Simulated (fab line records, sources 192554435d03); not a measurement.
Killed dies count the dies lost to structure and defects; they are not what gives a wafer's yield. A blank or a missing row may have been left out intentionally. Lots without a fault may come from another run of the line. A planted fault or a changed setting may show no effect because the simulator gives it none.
Problem report in the 8D (eight disciplines) form, filled by code ; flow n5Finfet ; the parts of the form that need people (team, actions taken, sign-off) are left out

## 1. THE PROBLEM
Wafers without a fault read 16, standard deviation 7; killed_at_M4_up at N5_PASSIVATION_PROBE_49 reads a mean of 88 on 2 wafers belonging to 2 lots. That is +10 standard deviations from the usual mean.
Seen first at day 14 06:57 on prober-01, wafer L859.3. The record holds 6 wafers of 2 lots with a number at this step. Rule for "out", or "out of limits": more than 4 standard deviations from the usual mean. Any other wafer with a number is counted as sound.

## 2. WHAT IT IS; WHAT IT IS NOT
question;is;is not
which readings at this step;killed_at_M4_up, killedOnRim;killed_at_M0_to_M3, killedAtContacts, killedAtFrontEnd, killedAtOther, killedOpen, killedShort
which lots;L858, L859;-
which wafers of those lots;L858.3, L859.3;L858.1, L858.2, L859.2, L859.5
read on which tools;prober-01;-
when;from day 14 06:57;"up to then (1 sound wafer); but 3 sound wafers of L858, L859 came after"

## 3. SUSPECTS, AND WHAT RULES EACH OUT
Counting: if a tool at a process step up to the reading ran every lot that is out, it stays a suspect. Sound lots after the first of them don't rule it out here, since some wafers of a struck lot are sound.
- cvdCo-02 at N5_BEOL_M7_CVD_78 (deposits Co from CCTBA/H2, target thk 2 nm, time 142.3 s): kept. It ran every lot that is out, first L859 (day 11 04:31).
- rieMetal-01 at N5_MIM_BOT_ETCH_ETCH_03 (etches the open film in Cl2/BCl3, target depth 12 nm): kept. It ran every lot that is out, first L859 (day 13 22:45).
- prober-01 at N5_PASSIVATION_PROBE_49: kept. It ran every lot that is out, first L859 (day 14 06:54). Its own readings are out on those wafers: killed_at_M4_up, killedOnRim.
- At N5_BEOL_M7_CVD_78, inside cvdCo-02: chamber 1 took the wafers that are out, while their sound lot-mates went through chambers 0, 2.
cvdCo-02 at N5_BEOL_M7_CVD_78, rieMetal-01 at N5_MIM_BOT_ETCH_ETCH_03 and prober-01 at N5_PASSIVATION_PROBE_49 are what is left after counting.

## 4. THE CAUSE (what the simulator had put in)
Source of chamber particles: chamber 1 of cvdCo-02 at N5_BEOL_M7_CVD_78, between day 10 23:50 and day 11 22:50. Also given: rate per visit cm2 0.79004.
3 suspects survive the count, and this tool is in that group.

## 5. THE EFFECT CHAIN, in route order
Each row: a reading whose mean over the struck wafers that have a number lies more than 3 standard deviations from the usual. Only readings whose record carries a usual standard deviation are examined. hours: median over the lots of the time between each lot's start at the first step of this table that gives one and its start at this step. sigmas: the change, counted in usual standard deviations.
hours;step;reading;usual;on struck wafers;change;sigmas
0;N5_PASSIVATION_PROBE_49;defectLimitedYield;91.4 %;86.2;-5.2;-3.5
0;N5_PASSIVATION_PROBE_49;killed_at_M4_up;16;88;+72;+10
0;N5_PASSIVATION_PROBE_49;killedDies;102;163;+61;+3.4
0;N5_PASSIVATION_PROBE_49;killedOnRim;13;30;+18;+4.7
0;N5_PASSIVATION_PROBE_49;sortNPass;1078;1017;-61;-3.4
0;N5_PASSIVATION_PROBE_49;sortYieldPct;91.4 %;86.2;-5.2;-3.5
It contains these process steps:
- N5_PASSIVATION_PROBE_49

## 6. HOW IT WOULD HAVE BEEN CAUGHT EARLIER
79 hours passed between the start of the fault at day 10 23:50 and the first reading out of limits in this record, taken at day 14 06:57.
Of the tool readings at N5_BEOL_M7_CVD_78 for which the record gives a usual standard deviation, none was out on any struck wafer, so an alarm limit of 4 standard deviations on them would not have fired.
Each of the lots that are out, 2 in all, had begun N5_BEOL_M7_CVD_78 on cvdCo-02 no later than day 14 06:57. Tool hold at that time: it would have spared none of them.
